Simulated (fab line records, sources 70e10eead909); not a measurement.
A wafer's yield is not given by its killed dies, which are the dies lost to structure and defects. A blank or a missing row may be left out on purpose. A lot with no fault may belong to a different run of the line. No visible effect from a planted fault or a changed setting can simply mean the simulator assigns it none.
Matching of chambers -- flow nand-harc -- NHARC_A_BLC_ETCH_16 on rie-diel-07: 4 sister chambers
The step etches the open film in CF4, target depth 39 nm, time 65 s. 4 wafers are shown with their chamber, then 7 later ones without.

EACH WAFER AND ITS CHAMBER
wafer,chamber,drypump-motor-current-A (A)
L298.2,2,5.3
L302.3,1,4.7
L303.2,0,5.8
L303.4,3,5.9

WAFERS MISSING THEIR CHAMBER
wafer,drypump-motor-current-A (A)
L303.6,5.9
L304.2,5.9
L304.4,5.3
L304.6,4.6
L305.4,5.8
L305.5,4.6
L305.6,5.8

THE CHAMBER EACH PASSED THROUGH
wafer,from the rows above,in truth
L303.6,can't be placed: 3 or 0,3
L304.2,can't be placed: 3 or 0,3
L304.4,2,2
L304.6,1,1
L305.4,can't be placed: 0 or 3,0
L305.5,1,1
L305.6,can't be placed: 0 or 3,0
3 of 7 placed correctly. Not placeable from these rows: 4 (in 4, the candidates include the true chamber). 0 placed wrongly.
How it was worked out, from the rows above alone: a wafer's distance from a chamber is the root of the sum, over the readings, of the square of ((its reading less the chamber's mean) divided by the reading's scatter). The wafer belongs to the nearest chamber; if the next one is less than 2 further off, it can't be placed. Each chamber's mean is taken over the wafers shown for it. The scatter (one wafer shown for each chamber): square how far every hidden wafer sits from the nearest shown wafer, average those squares and take the square root.
